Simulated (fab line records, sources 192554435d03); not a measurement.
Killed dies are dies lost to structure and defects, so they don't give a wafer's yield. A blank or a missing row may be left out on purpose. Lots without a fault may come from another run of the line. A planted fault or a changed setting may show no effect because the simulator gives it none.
fab line records | flow n5_finfet | part 1 of 2: steps 1 to 19 of 29
record lots=5 wafers=15 last_day=18
route steps=1938 shown BEOL_M3@972
lots that met no fault: from a run of the same line without faults
start_h: hours from the record's first day to the start of the lot's first wafer shown | wait_h: hours since the lot's step before | " the same as in the row above | L1.1+2: a row that stands for several wafers | - no value, or no start given | * or withheld: withheld | < > ~ a bound
route shown NAME@n: a module of which the file shows steps, and the number in the route of the first | usual: mean/standard deviation of fault-free wafers | same: alike in all rows | chamber/n: place in a boat | sites: the reading at each site | _std_site: their standard deviation | _edge_site: outer sites' mean less inner sites' | radius_mm: how far each site lies from the wafer's centre | mask NAME#n: copy n | behind: the tool/chamber that last shaped the wafer | hold: why the lot was held/for how many hours/how that ended | device: the transistor (n, p or np) that didn't switch | end of line: the same wafers' tests at the end of the route | a step without rows: its recipe alone | killed: dies lost to structure and defects at the first sort, not the wafer's yield | map: a wafer's dies, x killed, . not, _ none there
set.NAME: the setting as run; set.NAME@STEP: as run at that earlier step | model.NAME: the simulator's own value behind a step, which no gauge read
lots at some steps of the route; a table a step, a row a wafer
services: from which hour (start_h, from the record's first day; less than 0 if before it) a tool's chamber was out of use, for how many hours, and why
## steps
# step N5_BEOL_M3_ALD_98
# recipe material=SiO2 target_thk_a=25 temp_c=100 ald_precursor_family=BDEAS ald_co_reactant=O2-plasma pulse_time_s=1 co_reactant_pulse_time_s=1 purge_time_s=2 co_reactant_purge_time_s=2 ald_cycles=17 pressure_torr=2
# usual heater_power_w=80/6.8 precursor_pulse_height_rel=1.000/0.019
# columns lot.wafer tool chamber start_h wait_h heater_power_w precursor_pulse_height_rel
L078.1 ald_sin-03 2 174.65 0.9 72 0.998
L078.3 " 0 " " 84 0.985
L078.5 " 0 " " 84 0.982
L087.2 ald_sin-04 0 223.57 1.0 82 0.992
L087.4 " 3 " " 87 1.016
L087.5 " 0 " " 84 1.018
L089.2 ald_sin-03 3 235.74 0.4 86 0.995
L089.3 " 0 " " 83 1.023
L089.4 " 2 " " 70 0.999
L090.2 ald_sin-04 0 242.60 1.4 84 0.988
L090.5 " 1 " " 75 1.024
L090.6 " 2 " " 77 0.996
L097.2 ald_sin-04 3 304.75 0.1 88 0.988
L097.4 " 1 " " 75 1.000
L097.6 " 0 " " 83 0.990
# step N5_BEOL_M3_ETCHBACK_99
# recipe chemistry=CHF3 target=SiO2 target_depth_a=50 time_s=10.4 source_w=215 bias_w=47 Ar_flow_sccm=200 CHF3_flow_sccm=12 ion_energy_ev=100 pressure_mtorr=30
# usual drypump_motor_current_A=5.8/0.4 oes_f_703_au=0.77/0.088 oes_product_au=0.77/0.091 rf_fwd_power_W=212.8/0.89 rf_vpp_V=240.0/2.5 showerhead_plenum_p_Torr=2.12/0.068 throttle_valve_pct=17.07/0.26
# same time_s=10.4
# columns lot.wafer tool chamber start_h wait_h drypump_motor_current_A oes_f_703_au oes_product_au rf_fwd_power_W rf_hours_counter_h rf_vpp_V showerhead_plenum_p_Torr throttle_valve_pct
L078.1 rie_diel-04 3 174.78 0.1 5.8 0.73 0.72 213.5 212 239.8 2.13 17.25
L078.3 " 2 " " 5.7 0.68 0.67 212.4 248 239.8 2.12 17.34
L078.5 " 3 " " 5.8 0.73 0.72 213.2 - 240.0 2.13 17.27
L087.2 rie_diel-04 0 224.80 1.2 5.6 0.69 0.69 211.3 217 240.7 2.13 17.42
L087.4 " 2 " " 5.7 0.97 0.95 213.1 6 238.7 2.12 16.91
L087.5 " 0 " " 5.6 0.69 0.69 213.6 - 241.7 2.13 17.41
L089.2 rie_diel-03 2 236.00 0.2 6.2 0.72 0.72 214.0 182 239.0 2.06 17.12
L089.3 " 3 " " 6.2 0.79 0.78 213.6 122 235.4 2.08 17.08
L089.4 " 0 " " 6.1 0.73 0.74 213.3 194 240.8 2.05 17.26
L090.2 rie_diel-03 3 242.71 0.1 6.2 0.79 0.78 214.3 123 235.9 2.07 17.07
L090.5 " 1 " " 4.7 0.95 0.96 213.7 - 241.8 2.21 16.80
L090.6 " 2 " " 6.2 0.71 0.72 213.2 - 237.9 2.06 17.10
L097.2 rie_diel-04 2 305.63 0.8 5.7 0.89 0.88 213.7 35 238.7 2.11 16.96
L097.4 " 1 " " 6.1 0.73 0.72 212.4 - 246.0 2.22 17.07
L097.6 " 0 " " 5.6 0.67 0.66 213.9 - 240.0 2.12 17.45
# step N5_BEOL_M3_ETCH_70
# recipe chemistry=N2/H2 target=SOC target_depth_a=800 overetch_a=160 mask_material=SiARC temp_c=40 time_s=120 ion_energy_ev=200 pressure_mtorr=30 source_w=840 bias_w=150 n2_flow_sccm=200 h2_flow_sccm=200
# usual drypump_motor_current_A=5.8/0.4 oes_product_au=0.59/0.064 rf_fwd_power_W=836.6/2.6 rf_vpp_V=523.0/2.4 showerhead_plenum_p_Torr=2.51/0.082 throttle_valve_pct=17.81/0.27
# same time_s=120
# columns lot.wafer tool chamber start_h wait_h drypump_motor_current_A oes_product_au rf_fwd_power_W rf_hours_counter_h rf_vpp_V showerhead_plenum_p_Torr throttle_valve_pct
L078.1 rie_diel-04 3 174.82 0.0 5.8 0.56 830.0 212 522.0 2.51 18.05
L078.3 " 2 " " 5.7 0.52 841.3 248 521.6 2.50 18.01
L078.5 " 3 " " 5.8 0.56 833.9 - 524.1 2.51 18.03
L087.2 rie_diel-04 0 224.83 0.0 5.6 0.53 836.1 217 523.3 2.51 18.11
L087.4 " 2 " " 5.7 0.73 838.7 6 524.0 2.49 17.64
L087.5 " 0 " " 5.6 0.53 837.5 - 523.3 2.51 18.10
L089.2 rie_diel-03 2 236.04 0.0 6.2 0.55 836.5 182 521.8 2.43 17.95
L089.3 " 3 " " 6.2 0.60 836.2 122 521.4 2.45 17.84
L089.4 " 0 " " 6.1 0.57 832.4 194 521.7 2.42 17.83
L090.2 rie_diel-03 3 242.75 0.0 6.2 0.60 841.0 124 520.5 2.45 17.84
L090.5 " 1 " " 4.7 0.72 834.3 - 526.1 2.59 17.46
L090.6 " 2 " " 6.2 0.55 835.9 - 519.9 2.43 17.95
L097.2 rie_diel-04 2 305.66 0.0 5.7 0.67 838.5 35 523.1 2.48 17.68
L097.4 " 1 " " 6.1 0.55 837.6 - 527.3 2.63 17.83
L097.6 " 0 " " 5.6 0.52 838.4 - 523.1 2.50 18.15
# step N5_BEOL_M3_STRIP_71
# recipe chemistry=N2/H2 temp_c=40 n2_flow_sccm=200 h2_flow_sccm=200 rf_frequency_hz=6e+07
# columns lot.wafer tool chamber start_h wait_h
L078.1+3+5 rie_diel-04 3,2,3 174.90 0.0
L087.2+4+5 rie_diel-04 0,2,0 224.91 0.0
L089.2+3+4 rie_diel-03 2,3,0 236.12 0.0
L090.2+5+6 rie_diel-03 3,1,2 242.83 0.0
L097.2+4+6 rie_diel-04 2,1,0 305.74 0.0
# step N5_BEOL_M3_STRIP_78
# recipe chemistry=N2/H2 temp_c=40 n2_flow_sccm=200 h2_flow_sccm=200 rf_frequency_hz=6e+07
# columns lot.wafer tool chamber start_h wait_h
L078.1+3+5 rie_diel-04 3,2,3 174.91 0.0
L087.2+4+5 rie_diel-04 0,2,0 224.92 0.0
L089.2+3+4 rie_diel-03 2,3,0 236.13 0.0
L090.2+5+6 rie_diel-03 3,1,2 242.84 0.0
L097.2+4+6 rie_diel-04 2,1,0 305.75 0.0
# step N5_BEOL_M3_VIA_ETCH_34
# recipe chemistry=C4F6/O2 target_depth_a=694 mask_material=SOC pressure_mtorr=15 ion_energy_ev=250 taper_deg=4 time_s=65.9 source_w=350 bias_w=170 Ar_flow_sccm=300 C4F6_flow_sccm=10 O2_flow_sccm=10
# usual drypump_motor_current_A=5.8/0.4 oes_f_703_au=0.77/0.088 oes_product_au=0.77/0.091 rf_fwd_power_W=347.2/1.2 rf_vpp_V=664/6.5 showerhead_plenum_p_Torr=2.80/0.086 throttle_valve_pct=30.71/0.27
# same time_s=65.9
# columns lot.wafer tool chamber start_h wait_h drypump_motor_current_A oes_f_703_au oes_product_au rf_fwd_power_W rf_hours_counter_h rf_vpp_V showerhead_plenum_p_Torr throttle_valve_pct
L078.1 rie_diel-04 3 174.92 0.0 5.8 0.72 0.72 345.4 212 662 2.81 30.84
L078.3 " 2 " " 5.7 0.69 0.67 347.6 248 660 2.80 30.93
L078.5 " 3 " " 5.8 0.73 0.72 346.7 - 662 2.81 30.85
L087.2 rie_diel-04 0 224.93 0.0 5.6 0.69 0.69 345.8 217 667 2.81 31.00
L087.4 " 2 " " 5.7 0.95 0.96 348.3 6 659 2.80 30.75
L087.5 " 0 " " 5.6 0.69 0.69 345.0 - 667 2.81 31.01
L089.2 rie_diel-03 2 236.14 0.0 6.2 0.71 0.72 347.8 182 660 2.72 30.75
L089.3 " 3 " " 6.2 0.79 0.78 349.3 122 652 2.74 30.82
L089.4 " 0 " " 6.1 0.73 0.75 347.1 194 667 2.71 30.81
L090.2 rie_diel-03 3 242.85 0.0 6.2 0.79 0.78 349.2 124 652 2.74 30.85
L090.5 " 1 " " 4.7 0.95 0.96 348.9 - 669 2.91 30.59
L090.6 " 2 " " 6.2 0.70 0.71 347.6 - 661 2.72 30.76
L097.2 rie_diel-04 2 305.76 0.0 5.7 0.88 0.88 345.9 35 660 2.79 30.77
L097.4 " 1 " " 6.1 0.72 0.72 348.1 - 675 2.93 30.58
L097.6 " 0 " " 5.6 0.67 0.67 348.5 - 665 2.80 31.03
# step N5_BEOL_M3_STRIP_83
# recipe chemistry=C4F6/O2 resist=SiARC rf_frequency_hz=6e+07
# columns lot.wafer tool chamber start_h wait_h
L078.1+3+5 rie_diel-04 3,2,3 174.97 0.0
L087.2+4+5 rie_diel-04 0,2,0 224.99 0.0
L089.2+3+4 rie_diel-03 2,3,0 236.19 0.0
L090.2+5+6 rie_diel-03 3,1,2 242.90 0.0
L097.2+4+6 rie_diel-04 2,1,0 305.81 0.0
# step N5_BEOL_M3_STRIP_36
# recipe chemistry=N2/H2 power_w=450 temp_c=40 pressure_mtorr=20 rf_frequency_hz=6e+07 overash_fraction=0.3 bias_power_w=7 h2_frac=0.5 n2_flow_sccm=200 h2_flow_sccm=200
# usual drypump_motor_current_A=5.8/0.4 oes_product_au=0.77/0.09 rf_vpp_V=59.0/1.3 showerhead_plenum_p_Torr=2.50/0.082 throttle_valve_pct=23.60/0.28
# columns lot.wafer tool chamber start_h wait_h drypump_motor_current_A oes_product_au rf_hours_counter_h rf_vpp_V showerhead_plenum_p_Torr throttle_valve_pct
L078.1 rie_diel-04 3 174.98 0.0 5.8 0.73 212 59.7 2.51 23.87
L078.3 " 2 " " 5.7 0.66 248 58.9 2.49 23.80
L078.5 " 3 " " 5.8 0.73 - 59.6 2.51 23.88
L087.2 rie_diel-04 0 225.00 0.0 5.6 0.70 217 58.8 2.51 23.84
L087.4 " 2 " " 5.7 0.93 6 59.5 2.49 23.51
L087.5 " 0 " " 5.6 0.69 - 60.7 2.51 23.86
L089.2 rie_diel-03 2 236.20 0.0 6.2 0.71 182 57.8 2.43 23.86
L089.3 " 3 " " 6.3 0.77 122 59.1 2.44 23.68
L089.4 " 0 " " 6.1 0.74 194 58.9 2.41 23.48
L090.2 rie_diel-03 3 242.91 0.0 6.2 0.79 124 59.5 2.44 23.69
L090.5 " 1 " " 4.7 0.95 - 60.5 2.59 23.29
L090.6 " 2 " " 6.2 0.73 - 60.1 2.43 23.89
L097.2 rie_diel-04 2 305.82 0.0 5.7 0.89 35 57.0 2.48 23.55
L097.4 " 1 " " 6.1 0.73 - 57.5 2.63 23.61
L097.6 " 0 " " 5.6 0.68 - 58.6 2.50 23.89
# step N5_BEOL_M3_TRENCH_ETCH_37
# recipe chemistry=C4F6/O2 target_depth_a=555.55 target=SiOC time_s=29.2 ion_energy_ev=250 pressure_mtorr=30 source_w=355 bias_w=185 Ar_flow_sccm=300 C4F6_flow_sccm=10 O2_flow_sccm=10
# usual drypump_motor_current_A=5.8/0.4 oes_f_703_au=0.77/0.088 oes_product_au=0.77/0.091 rf_fwd_power_W=350.5/1.6 rf_vpp_V=663/6.4 showerhead_plenum_p_Torr=2.81/0.086 throttle_valve_pct=20.85/0.26
# same time_s=29.2
# columns lot.wafer tool chamber start_h wait_h drypump_motor_current_A oes_f_703_au oes_product_au rf_fwd_power_W rf_hours_counter_h rf_vpp_V showerhead_plenum_p_Torr throttle_valve_pct
L078.1 rie_diel-04 3 - - 5.8 0.73 0.72 351.9 212 662 2.81 21.02
L078.3 " 2 " " 5.7 0.68 0.67 349.4 248 661 2.81 21.10
L078.5 " 3 " " 5.8 0.73 0.73 350.6 - 662 2.81 21.00
L087.2 rie_diel-04 0 - - 5.6 0.69 0.69 351.2 217 666 2.81 21.18
L087.4 " 2 " " 5.7 0.95 0.97 350.1 6 659 2.80 20.75
L087.5 " 0 " " 5.6 0.69 0.69 351.5 - 666 2.81 21.16
L089.2 rie_diel-03 2 - - 6.2 0.71 0.72 352.6 182 660 2.73 20.89
L089.3 " 3 " " 6.2 0.79 0.78 350.8 122 650 2.75 20.89
L089.4 " 0 " " 6.1 0.73 0.75 351.4 194 666 2.72 21.01
L090.2 rie_diel-03 3 - - 6.2 0.79 0.78 350.7 124 652 2.75 20.87
L090.5 " 1 " " 4.7 0.94 0.96 349.1 - 668 2.92 20.65
L090.6 " 2 " " 6.2 0.71 0.72 351.3 - 661 2.73 20.89
L097.2 rie_diel-04 2 - - 5.7 0.89 0.88 351.0 35 658 2.79 20.81
L097.4 " 1 " " 6.1 0.72 0.71 352.4 - 675 2.94 20.79
L097.6 " 0 " " 5.6 0.68 0.67 352.2 - 664 2.80 21.23
# step N5_BEOL_M3_ETCH_41
# recipe chemistry=CH3F/O2 target=SiCN target_depth_a=299 taper_deg=2 time_s=52.5 ion_energy_ev=120 mask_material=TiN pressure_mtorr=30 source_w=395 bias_w=75 Ar_flow_sccm=150 CH3F_flow_sccm=30 O2_flow_sccm=20
# usual drypump_motor_current_A=5.8/0.4 oes_product_au=0.77/0.091 rf_fwd_power_W=391.3/1.5 rf_vpp_V=296.7/1.6 showerhead_plenum_p_Torr=1.97/0.063 throttle_valve_pct=16.32/0.27
# same time_s=52.5
# columns lot.wafer tool chamber start_h wait_h drypump_motor_current_A oes_product_au rf_fwd_power_W rf_hours_counter_h rf_vpp_V showerhead_plenum_p_Torr throttle_valve_pct
L078.1 rie_diel-04 3 - - 5.8 0.73 392.2 212 297.2 1.98 16.51
L078.3 " 2 " " 5.7 0.67 389.9 248 297.2 1.97 16.58
L078.5 " 3 " " 5.8 0.73 390.6 - 297.3 1.98 16.52
L087.2 rie_diel-04 0 - - 5.6 0.68 392.4 217 297.4 1.98 16.68
L087.4 " 2 " " 5.7 0.96 388.2 6 295.6 1.97 16.13
L087.5 " 0 " " 5.6 0.68 392.2 - 296.6 1.98 16.66
L089.2 rie_diel-03 2 - - 6.2 0.72 390.7 182 294.4 1.91 16.35
L089.3 " 3 " " 6.2 0.77 393.8 122 297.0 1.93 16.33
L089.4 " 0 " " 6.1 0.74 391.7 194 295.8 1.91 16.51
L090.2 rie_diel-03 3 - - 6.2 0.78 392.4 124 296.7 1.93 16.35
L090.5 " 1 " " 4.8 0.95 391.3 - 297.9 2.05 16.05
L090.6 " 2 " " 6.2 0.72 391.3 - 295.7 1.91 16.35
L097.2 rie_diel-04 2 - - 5.7 0.89 391.1 35 297.1 1.96 16.20
L097.4 " 1 " " 6.1 0.72 390.9 - 300.3 2.07 16.29
L097.6 " 0 " " 5.6 0.67 392.1 - 297.8 1.97 16.74
# step N5_BEOL_M3_STRIP_97
# recipe chemistry=N2/H2 time_s=10 power_w=450 temp_c=40 pressure_mtorr=20 rf_frequency_hz=6e+07 bias_power_w=7 n2_flow_sccm=200 h2_flow_sccm=200
# usual drypump_motor_current_A=5.8/0.4 oes_product_au=0.77/0.09 rf_vpp_V=59.0/0.82 showerhead_plenum_p_Torr=2.50/0.082 throttle_valve_pct=23.60/0.28
# same time_s=10
# columns lot.wafer tool chamber start_h wait_h drypump_motor_current_A oes_product_au rf_hours_counter_h rf_vpp_V showerhead_plenum_p_Torr throttle_valve_pct
L078.1 rie_diel-04 3 - - 5.8 0.73 212 59.3 2.51 23.85
L078.3 " 2 " " 5.7 0.66 248 59.3 2.49 23.81
L078.5 " 3 " " 5.8 0.72 - 60.6 2.51 23.86
L087.2 rie_diel-04 0 - - 5.6 0.68 217 58.3 2.51 23.86
L087.4 " 2 " " 5.7 0.95 6 60.4 2.49 23.53
L087.5 " 0 " " 5.6 0.68 - 58.8 2.51 23.85
L089.2 rie_diel-03 2 - - 6.2 0.72 182 60.0 2.43 23.87
L089.3 " 3 " " 6.2 0.78 122 58.8 2.44 23.68
L089.4 " 0 " " 6.1 0.74 194 58.2 2.41 23.46
L090.2 rie_diel-03 3 - - 6.2 0.79 124 58.2 2.44 23.70
L090.5 " 1 " " 4.7 0.96 - 58.6 2.59 23.27
L090.6 " 2 " " 6.2 0.72 - 59.4 2.43 23.88
L097.2 rie_diel-04 2 - - 5.7 0.89 35 59.3 2.48 23.56
L097.4 " 1 " " 6.1 0.71 - 60.6 2.63 23.60
L097.6 " 0 " " 5.6 0.66 - 58.7 2.50 23.89
# step N5_BEOL_M3_OCD_MEAS_38
# usual trench_depth_nm=55.4/0.93
# columns lot.wafer tool chamber start_h wait_h trench_depth_nm
L078.1 ocd-02 - 175.17 - 56.4
L078.3 " - " " 53.9
L078.5 " - " " 55.4
L087.2 ocd-02 - 225.19 - 55.6
L087.4 " - " " 56.3
L087.5 " - " " 54.6
L089.2 ocd-02 - 236.39 - 55.3
L089.3 " - " " 55.7
L089.4 " - " " 56.1
L090.2 ocd-01 - 243.11 - 55.4
L090.5 " - " " 57.6
L090.6 " - " " 55.4
L097.2 ocd-02 - 306.02 - 55.7
L097.4 " - " " 55.0
L097.6 " - " " 55.2
# step N5_BEOL_M3_HM_STRIP_39
# recipe chemistry=peroxide_tin_strip material=TiN target_depth_a=250 temp_c=50 time_s=158
# same time_s=158
# columns lot.wafer tool chamber start_h wait_h
L078.1+3+5 wet_bench-03 6,4,5 175.20 0.0
L087.2+4+5 wet_bench-03 3,6,2 225.22 0.0
L089.2+3+4 wet_bench-03 0,6,5 236.42 0.0
L090.2+5+6 wet_bench-03 7,0,1 243.15 0.0
L097.2+4+6 wet_bench-06 2,1,3 306.05 0.0
# step N5_BEOL_M3_SRD_40
# recipe time_s=30 temp_c=23 rinse_liquid=diw dry=ipa_marangoni
# same time_s=30
# columns lot.wafer tool chamber start_h wait_h
L078.1+3+5 wet_bench-03 6,4,5 175.25 0.0
L087.2+4+5 wet_bench-03 3,6,2 225.27 0.0
L089.2+3+4 wet_bench-03 0,6,5 236.47 0.0
L090.2+5+6 wet_bench-03 7,0,1 243.19 0.0
L097.2+4+6 wet_bench-06 2,1,3 306.09 0.0
# step N5_BEOL_M3_PRECLEAN_42
# recipe chemistry=residue_remover time_s=60 temp_c=40
# same time_s=60
# columns lot.wafer tool chamber start_h wait_h
L078.1+3+5 wet_bench-03 6,4,5 175.27 0.0
L087.2+4+5 wet_bench-03 3,6,2 225.28 0.0
L089.2+3+4 wet_bench-03 0,6,5 236.49 0.0
L090.2+5+6 wet_bench-03 7,0,1 243.21 0.0
L097.2+4+6 wet_bench-06 2,1,3 306.11 0.0
# step N5_BEOL_M3_SRD_43
# recipe time_s=30 temp_c=23 rinse_liquid=diw dry=ipa_marangoni
# same time_s=30
# columns lot.wafer tool chamber start_h wait_h
L078.1+3+5 wet_bench-03 6,4,5 175.28 0.0
L087.2+4+5 wet_bench-03 3,6,2 225.30 0.0
L089.2+3+4 wet_bench-03 0,6,5 236.50 0.0
L090.2+5+6 wet_bench-03 7,0,1 243.23 0.0
L097.2+4+6 wet_bench-06 2,1,3 306.13 0.0
# step N5_BEOL_M3_CD_MEAS_35
# recipe target_cd_nm=18 target_cd_y_nm=21 polarity=opening
# usual cd_nm=18.08/0.28
# columns lot.wafer tool chamber start_h wait_h cd_nm
L078.1 cd_sem-03 - 175.32 0.0 17.97
L078.3 " - " " 17.91
L078.5 " - " " 17.80
L087.2 cd_sem-01 - 225.34 0.0 18.39
L087.4 " - " " 18.27
L087.5 " - " " 18.05
L089.2 cd_sem-01 - 236.54 0.0 17.97
L089.3 " - " " 18.01
L089.4 " - " " 18.44
L090.2 cd_sem-02 - 243.27 0.0 18.16
L090.5 " - " " 18.64
L090.6 " - " " 18.24
L097.2 cd_sem-01 - 306.17 0.0 18.34
L097.4 " - " " 18.11
L097.6 " - " " 18.42
# step N5_BEOL_M3_DEGAS_44
# recipe ambient=vacuum temp_c=250 time_s=60
# usual heater_power_w=345/31
# same time_s=60
# columns lot.wafer tool chamber start_h wait_h heater_power_w
L078.1 pvd_sputter-01 - 176.32 1.0 335
L078.3 " - " " 324
L078.5 " - " " 360
L087.2 pvd_sputter-03 - 227.63 2.3 346
L087.4 " - " " 301
L087.5 " - " " 345
L089.2 pvd_sputter-02 - 236.60 0.0 325
L089.3 " - " " 422
L089.4 " - " " 384
L090.2 pvd_sputter-01 - 243.37 0.1 369
L090.5 " - " " 362
L090.6 " - " " 334
L097.2 pvd_sputter-01 - 306.34 0.2 321
L097.4 " - " " 338
L097.6 " - " " 356
# step N5_BEOL_M3_PRE_CLEAN_45
# recipe gas=H2/He time_s=30 temp_c=250
# usual heater_power_w=344/29
# same time_s=30
# columns lot.wafer tool chamber start_h wait_h heater_power_w
L078.1 pvd_sputter-01 - 176.36 0.0 342
L078.3 " - " " 334
L078.5 " - " " 353
L087.2 pvd_sputter-03 - 227.67 0.0 339
L087.4 " - " " 299
L087.5 " - " " 345
L089.2 pvd_sputter-02 - 236.64 0.0 321
L089.3 " - " " 408
L089.4 " - " " 369
L090.2 pvd_sputter-01 - 243.41 0.0 363
L090.5 " - " " 360
L090.6 " - " " 336
L097.2 pvd_sputter-01 - 306.38 0.0 330
L097.4 " - " " 342
L097.6 " - " " 364
